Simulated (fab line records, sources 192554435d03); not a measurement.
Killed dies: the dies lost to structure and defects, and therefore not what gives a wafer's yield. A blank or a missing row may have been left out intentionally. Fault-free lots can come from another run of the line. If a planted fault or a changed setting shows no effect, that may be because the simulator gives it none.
Which tool was responsible? :: flow n5 finfet :: 24 lots, 72 wafers sampled, at 2 steps of a route of 1938

## WHAT EACH GAUGE READ, for each wafer
N5_BEOL_M1_INSPECT_13: inspects for defects (brightfield).
lot: L074
measured: day 6 00:08
on: defect inspect-01
raw defect count: 240 188 278

lot: L075
measured: day 6 20:11
on: defect inspect-02
raw defect count: 581 429 483

lot: L076
measured: day 6 21:40
on: defect inspect-02
raw defect count: 561 612 363

lot: L077
measured: day 6 23:58
on: defect inspect-01
raw defect count: 386 341 540

lot: L078
measured: day 7 00:08
on: defect inspect-01
raw defect count: 410 278 349

lot: L079
measured: day 7 11:09
on: defect inspect-01
raw defect count: 451 502 518

lot: L080
measured: day 7 16:52
on: defect inspect-01
raw defect count: 361 465 378

lot: L082
measured: day 8 01:32
on: defect inspect-02
raw defect count: 490 509 493

lot: L081
measured: day 8 04:53
on: defect inspect-01
raw defect count: 528 383 428

lot: L083
measured: day 8 07:49
on: defect inspect-02
raw defect count: 325 319 376

lot: L084
measured: day 8 13:59
on: defect inspect-02
raw defect count: 313 419 295

lot: L085
measured: day 8 23:23
on: defect inspect-01
raw defect count: 366 469 353

lot: L086
measured: day 9 09:47
on: defect inspect-01
raw defect count: 392 529 362

lot: L087
measured: day 9 12:49
on: defect inspect-01
raw defect count: 455 321 329

lot: L088
measured: day 9 19:42
on: defect inspect-01
raw defect count: 394 433 319

lot: L089
measured: day 10 00:54
on: defect inspect-02
raw defect count: 455 534 261

lot: L090
measured: day 10 05:25
on: defect inspect-01
raw defect count: 498 400 517

lot: L091
measured: day 10 10:44
on: defect inspect-01
raw defect count: 445 440 472

lot: L092
measured: day 10 14:50
on: defect inspect-02
raw defect count: 569 432 387

lot: L093
measured: day 10 18:05
on: defect inspect-01
raw defect count: 374 359 293

lot: L094
measured: day 10 22:35
on: defect inspect-02
raw defect count: 414 292 458

lot: L095
measured: day 11 03:04
on: defect inspect-02
raw defect count: 417 361 435

lot: L096
measured: day 11 12:00
on: defect inspect-01
raw defect count: 341 249 395

lot: L097
measured: day 12 04:34
on: defect inspect-02
raw defect count: 347 353 304

## WHAT TOOL EACH LOT RAN ON (gives the tool, then ch and the chambers of the sampled wafers, and finally the start)
lot: L074
N5_BEOL_M0_ANNEAL_135: pvd sputter-02, day 5 21:53

lot: L075
N5_BEOL_M0_ANNEAL_135: pvd sputter-03, day 6 17:25

lot: L076
N5_BEOL_M0_ANNEAL_135: pvd sputter-02, day 6 19:36

lot: L077
N5_BEOL_M0_ANNEAL_135: pvd sputter-03, day 6 21:37

lot: L078
N5_BEOL_M0_ANNEAL_135: pvd sputter-01, day 6 21:41

lot: L079
N5_BEOL_M0_ANNEAL_135: pvd sputter-01, day 7 08:08

lot: L080
N5_BEOL_M0_ANNEAL_135: pvd sputter-01, day 7 14:23

lot: L082
N5_BEOL_M0_ANNEAL_135: pvd sputter-01, day 7 23:31

lot: L081
N5_BEOL_M0_ANNEAL_135: pvd sputter-02, day 8 02:26

lot: L083
N5_BEOL_M0_ANNEAL_135: pvd sputter-01, day 8 04:11

lot: L084
N5_BEOL_M0_ANNEAL_135: pvd sputter-02, day 8 10:14

lot: L085
N5_BEOL_M0_ANNEAL_135: pvd sputter-03, day 8 19:38

lot: L086
N5_BEOL_M0_ANNEAL_135: pvd sputter-01, day 9 07:48

lot: L087
N5_BEOL_M0_ANNEAL_135: pvd sputter-03, day 9 08:40

lot: L088
N5_BEOL_M0_ANNEAL_135: pvd sputter-03, day 9 16:09

lot: L089
N5_BEOL_M0_ANNEAL_135: pvd sputter-02, day 9 20:58

lot: L090
N5_BEOL_M0_ANNEAL_135: pvd sputter-02, day 10 02:26

lot: L091
N5_BEOL_M0_ANNEAL_135: pvd sputter-03, day 10 08:05

lot: L092
N5_BEOL_M0_ANNEAL_135: pvd sputter-03, day 10 11:56

lot: L093
N5_BEOL_M0_ANNEAL_135: pvd sputter-03, day 10 15:02

lot: L094
N5_BEOL_M0_ANNEAL_135: pvd sputter-02, day 10 20:17

lot: L095
N5_BEOL_M0_ANNEAL_135: pvd sputter-02, day 11 00:14

lot: L096
N5_BEOL_M0_ANNEAL_135: pvd sputter-02, day 11 09:34

lot: L097
N5_BEOL_M0_ANNEAL_135: pvd sputter-02, day 11 22:50
- N5_BEOL_M0_ANNEAL_135: time 60 s.

## AS READ BY THE TOOLS THEMSELVES (means over the sampled wafers that have a number; for cases with no such wafer, the mark the record gives instead)
N5_BEOL_M0_ANNEAL_135.
lot: L074
tool: pvd sputter-02
heater power w (W): 663
susceptor temp C (C): 400.13
susceptor_temp_C_max: 400.8

lot: L075
tool: pvd sputter-03
heater power w (W): 799
susceptor temp C (C): 400.04
susceptor_temp_C_max: 401.1

lot: L076
tool: pvd sputter-02
heater power w (W): 729
susceptor temp C (C): 400.02
susceptor_temp_C_max: 400.7

lot: L077
tool: pvd sputter-03
heater power w (W): 839
susceptor temp C (C): 399.87
susceptor_temp_C_max: 400.9

lot: L078
tool: pvd sputter-01
heater power w (W): 925
susceptor temp C (C): 399.94
susceptor_temp_C_max: 401.1

lot: L079
tool: pvd sputter-01
heater power w (W): 875
susceptor temp C (C): 400.06
susceptor_temp_C_max: 401.0

lot: L080
tool: pvd sputter-01
heater power w (W): 911
susceptor temp C (C): 399.87
susceptor_temp_C_max: 401.0

lot: L082
tool: pvd sputter-01
heater power w (W): 865
susceptor temp C (C): 400.12
susceptor_temp_C_max: 401.1

lot: L081
tool: pvd sputter-02
heater power w (W): 734
susceptor temp C (C): 400.21
susceptor_temp_C_max: 401.0

lot: L083
tool: pvd sputter-01
heater power w (W): 878
susceptor temp C (C): 400.07
susceptor_temp_C_max: 401.2

lot: L084
tool: pvd sputter-02
heater power w (W): 788
susceptor temp C (C): 400.14
susceptor_temp_C_max: 400.9

lot: L085
tool: pvd sputter-03
heater power w (W): 845
susceptor temp C (C): 400.05
susceptor_temp_C_max: 401.2

lot: L086
tool: pvd sputter-01
heater power w (W): 854
susceptor temp C (C): 400.02
susceptor_temp_C_max: 401.0

lot: L087
tool: pvd sputter-03
heater power w (W): 830
susceptor temp C (C): 399.77
susceptor_temp_C_max: 401.0

lot: L088
tool: pvd sputter-03
heater power w (W): 813
susceptor temp C (C): 400.21
susceptor_temp_C_max: 401.4

lot: L089
tool: pvd sputter-02
heater power w (W): 800
susceptor temp C (C): 399.81
susceptor_temp_C_max: 400.6

lot: L090
tool: pvd sputter-02
heater power w (W): 786
susceptor temp C (C): 399.95
susceptor_temp_C_max: 400.6

lot: L091
tool: pvd sputter-03
heater power w (W): 804
susceptor temp C (C): 400.12
susceptor_temp_C_max: 401.7

lot: L092
tool: pvd sputter-03
heater power w (W): 841
susceptor temp C (C): 399.94
susceptor_temp_C_max: 401.0

lot: L093
tool: pvd sputter-03
heater power w (W): 788
susceptor temp C (C): 399.98
susceptor_temp_C_max: 401.1

lot: L094
tool: pvd sputter-02
heater power w (W): 801
susceptor temp C (C): 399.85
susceptor_temp_C_max: 400.5

lot: L095
tool: pvd sputter-02
heater power w (W): 732
susceptor temp C (C): 400.16
susceptor_temp_C_max: 400.9

lot: L096
tool: pvd sputter-02
heater power w (W): 798
susceptor temp C (C): 400.02
susceptor_temp_C_max: 400.7

lot: L097
tool: pvd sputter-02
heater power w (W): 724
susceptor temp C (C): 400.21
susceptor_temp_C_max: 401.1

## THE ANSWER, worked out from the rows above alone
Rule: the usual values come from the lots themselves. Put in order of their means at a reading, lots are off if they are a third of the lots or fewer, leave a main group of 4 or more, and stand apart from it by a gap of 3 or more times the standard deviation of the main group's means; of several such gaps the widest counts. The tables above print the reading to a certain number of digits; a main group whose means all agree to those digits is not used. A lot without any number at a reading at which 4 lots or more have one is off too. All remaining lots with rows at the step are treated as sound. Order of review: gauges by route order, followed by the tools' own readings, for which a lot's mean as printed above is used. The first step at which some lot is off is used, and at that step the reading that is off furthest; a lot without a number counts as furthest.
No lot is off on any of the readings shown, so nothing can be concluded from this.

## WHAT THE SIMULATOR HAD INSERTED
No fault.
